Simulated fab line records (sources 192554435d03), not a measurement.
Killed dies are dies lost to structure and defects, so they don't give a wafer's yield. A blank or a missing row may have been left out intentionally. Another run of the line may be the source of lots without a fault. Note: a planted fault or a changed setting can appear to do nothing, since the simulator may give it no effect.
A single fault, viewed from 2 desks ; flow n5-finfet ; numbers are kept per desk, each desk with only its own; the story behind them comes last

== FROM THE METROLOGY DESK ==
Lot by lot, what the gauges showed, no matter which tool ran the lot: averages of those sampled wafers that carry a number. Marked OUT: a lot whose mean sits more than 4 standard deviations from the usual mean, which makes it out of limits; the brackets give that distance. It has 12 readings; the 7 that lie furthest out on some lot are the ones shown.
Columns: A = cd-nm at N5_BEOL_M0_SAQP_CD_MEAS_40, usual 29.97 nm; B = DIBL_N at N5_BEOL_M4_RC_MEAS_101, usual 35.9 mV/V; C = IOFF_P at N5_BEOL_M4_RC_MEAS_101, usual 0.201 nA/um; D = ION_N at N5_BEOL_M4_RC_MEAS_101, usual 672 uA/um; E = ION_P at N5_BEOL_M4_RC_MEAS_101, usual 460 uA/um; F = VT_N at N5_BEOL_M4_RC_MEAS_101, usual 250.0 mV; G = VT_P at N5_BEOL_M4_RC_MEAS_101, usual -251.6 mV
lot;first seen here;A;B;C;D;E;F;G
L528;day 5 23:17;29.95;34.8;0.193;659;457;254.1;-250.2
L533;day 7 05:55;29.94;35.1;0.176;670;456;251.1;-253.8
L534;day 7 08:41;29.87;34.4;0.150;668;448;251.7;-256.6
L535;day 8 01:36;30.24;37.5;0.202;678;457;247.0;-251.8
L539;day 9 00:57;30.13;36.2;0.178;670;459;251.2;-254.1
L542;day 9 12:55;29.74;36.5;0.242;680;474;247.9;-245.9
L543;day 9 15:01;29.44;38.3;0.208;676;460;249.1;-251.5
L549;day 11 05:31;29.87;36.0;0.183;672;455;250.5;-253.2
L550;day 11 16:04;30.32;34.7;0.184;657;455;254.4;-252.7
This desk found nothing out of limits on any of the 9 lots.

== DESK OF THE TOOL OWNER: rie-diel-02 ==
The tool's own readings at N5_BEOL_M0_ETCH_138 (etches SiCN in CH3F/O2, target depth 12 nm, time 31.6 s): means of the sampled wafers that have a number, for each lot that ran on this tool. Marked OUT: a lot whose mean sits more than 4 standard deviations from the usual mean, which makes it out of limits; the brackets give that distance.
Columns: A = drypump-motor-current-A at N5_BEOL_M0_ETCH_138, usual 5.8 A; B = etch-rf-on-time-s at N5_BEOL_M0_ETCH_138, usual 29.3 s; C = oes-product-au at N5_BEOL_M0_ETCH_138, usual 0.67 a.u.; D = rf-fwd-power-W at N5_BEOL_M0_ETCH_138, usual 386.6 W; E = rf-vpp-V at N5_BEOL_M0_ETCH_138, usual 297.9 V; F = showerhead-plenum-p-Torr at N5_BEOL_M0_ETCH_138, usual 2.03 Torr; G = throttle-valve-pct at N5_BEOL_M0_ETCH_138, usual 16.30 %
lot;first seen here;A;B;C;D;E;F;G
L528;day 6 01:50;6.5;29.1;0.69;387.2;298.6;2.07;16.01
L533;day 7 08:02;6.2;29.5;0.64;386.2;298.3;2.02;16.17
L535;day 8 03:23;6.2;30.0;0.64;385.6;297.5;2.02;16.19
L542;day 9 14:42;6.1;27.4;0.65;465.7 (+49) OUT;283.8 (-8.3) OUT;2.04;16.23
L543;day 9 16:44;6.2;28.5;0.65;465.7 (+49) OUT;282.1 (-9.3) OUT;2.02;16.20
This desk finds L542, L543 out of limits, L542 being first, at day 9 14:42 (rf-fwd-power-W at N5_BEOL_M0_ETCH_138). L528, L533, L535: within limits.

== PUT TOGETHER ==
An alarm could have come from the tool owner's desk at day 9 14:42, on L542, L543.
The metrology desk saw nothing out of limits.
The metrology desk has L542, L543 on record, within its limits.
Every lot named ran N5_BEOL_M0_ETCH_138 on rie-diel-02.

== WHAT THE SIMULATOR PUT IN ==
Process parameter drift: rie-diel-02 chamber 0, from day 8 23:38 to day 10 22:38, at N5_BEOL_M0_ETCH_138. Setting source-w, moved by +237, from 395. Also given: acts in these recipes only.
Lots struck among those shown: L542, L543.
Delay in hours, fault start to first out-of-limits reading, by desk: the tool owner's desk at 15.
